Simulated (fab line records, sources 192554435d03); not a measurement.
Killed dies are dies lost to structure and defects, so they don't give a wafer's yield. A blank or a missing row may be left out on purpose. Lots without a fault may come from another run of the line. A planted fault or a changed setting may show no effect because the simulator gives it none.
Split-lot experiment | flow n5_finfet | 7 lots, 21 wafers read, on a route of 1938 steps

THE SPLIT
At N5_BEOL_M6_ETCH_62 (etches SOC in N2/H2, target depth 110 nm, overetch 22 nm, time 165 s), the setting time_s was moved away from the recipe's 165 s on 7 of the 21 wafers read, by -22.0% to +20.1%. The other wafers ran this setting at the recipe's value.

The reading is taken at the split's own step.

THE READING
SiARC_of_BEOL_M6_COAT_60.thk_nm (the simulator's own value, which no gauge read), in nm, at N5_BEOL_M6_ETCH_62 (etches SOC in N2/H2, target depth 110 nm, overetch 22 nm, time 165 s). The file gives no usual value for it. The 14 wafers here that ran the recipe average 28.3 nm, standard deviation 0.12 nm.

wafer  | tool, chamber at the split | time_s as run, s | against the recipe | SiARC_of_BEOL_M6_COAT_60.thk_nm, nm | against lot-mates on the recipe
L076.2 | rie_diel-02, 2             | 165              | recipe             | 28.4                                | -
L076.3 | rie_diel-02, 3             | 165              | recipe             | 28.2                                | -
L076.6 | rie_diel-02, 3             | 165              | recipe             | 28.2                                | -
L077.1 | rie_diel-06, 3             | 180.8            | +9.6%              | 27.6                                | -0.6
L077.3 | rie_diel-06, 1             | 180.8            | +9.6%              | 27.8                                | -0.4
L077.5 | rie_diel-06, 0             | 165              | recipe             | 28.2                                | -
L089.1 | rie_diel-05, 1,1,0         | 165              | recipe             | 28.4                                | -
L089.4 | rie_diel-05, 1,1,0         | 165              | recipe             | 28.4                                | -
L089.5 | rie_diel-05, 1,1,0         | 165              | recipe             | 28.4                                | -
L090.2 | rie_diel-02, 2             | 128.7            | -22.0%             | 29.6                                | +1.2
L090.3 | rie_diel-02, 3,2           | 165              | recipe             | 28.4                                | -
L090.6 | rie_diel-02, 3,2           | 165              | recipe             | 28.4                                | -
L095.1 | rie_diel-06, 0             | 140.9            | -14.6%             | 29                                  | +0.8
L095.2 | rie_diel-06, 2             | 140.9            | -14.6%             | 29.2                                | +1.0
L095.5 | rie_diel-06, 1             | 165              | recipe             | 28.2                                | -
L094.1 | rie_diel-06, 3,2           | 165              | recipe             | 28.4                                | -
L094.3 | rie_diel-06, 3,2           | 165              | recipe             | 28.4                                | -
L094.2 | rie_diel-06, 0             | 165              | recipe             | 28                                  | -
L097.4 | rie_diel-06, 1             | 198.2            | +20.1%             | 27                                  | -1.4
L097.5 | rie_diel-06, 0             | 198.2            | +20.1%             | 26.8                                | -1.6
L097.6 | rie_diel-06, 1             | 165              | recipe             | 28.4                                | -
Where a row lists several chambers, the file gives one row for several wafers and doesn't say which wafer went through which chamber.

THE FIT
A straight line over all 21 wafers: SiARC_of_BEOL_M6_COAT_60.thk_nm changes by -0.0628 nm for each +1% of time_s; r = -0.98; the points scatter about the line by 0.13 nm.
The same after taking each lot's own level away (the mean of its wafers on the recipe; 21 wafers): -0.0643 nm for each +1%; r = -0.98; scatter 0.13 nm.
On that fit, the largest move of time_s shifts the reading by 1.4 nm.
The lots' own levels span 28.20 to 28.40 nm, that is 1.6 times the standard deviation above.
So the lot-to-lot level changes the slope little: the two slopes agree.
Check: with one of the wafers moved furthest among these (-22.0%) left out of the fit, the line predicts +1.48 nm for it against its lot-mates. It came out at +1.2 nm against them.

OTHER SPLITS ON THESE WAFERS
These wafers also went through other splits before the reading. Each is held against what the fit with the lots' levels taken away leaves over:
other split on the same wafers   | wafers away from the commonest value | r with SiARC_of_BEOL_M6_COAT_60.thk_nm (lot level and that fit taken away)
N5_BEOL_M4_TRENCH_ETCH_37 time_s | 7                                    | -0.22
N5_BEOL_M5_ETCH_72 bias_w        | 6                                    | +0.05
N5_BEOL_M5_COAT_22 spin_rpm      | 7                                    | +0.25

THE WHOLE CHAIN: every reading that the file lists as answering this split, in the file's order
step                  | what it does                                                         | reading                                                                          | change (the file's fit)                                                              | r (the file's)
N5_BEOL_M6_ETCH_62    | etches SOC in N2/H2, target depth 110 nm, overetch 22 nm, time 165 s | SiARC_of_BEOL_M6_COAT_60.thk_nm (the simulator's own value, which no gauge read) | -0.0624 nm for each +1% of the setting                                               | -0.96
N5_BEOL_M6_HM_OPEN_17 | chemistry Cl2/BCl3, target TiN, target depth 20 nm, overetch 6 nm    | etch.depth_nm (the simulator's own value, which no gauge read)                   | not straight: 19.81 at the lowest setting, 19.89 at the recipe, 16.57 at the highest | not given

THE FILE'S OWN FIT
SiARC_of_BEOL_M6_COAT_60.thk_nm changes by -0.0624 nm for each +1% of time_s, r = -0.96.
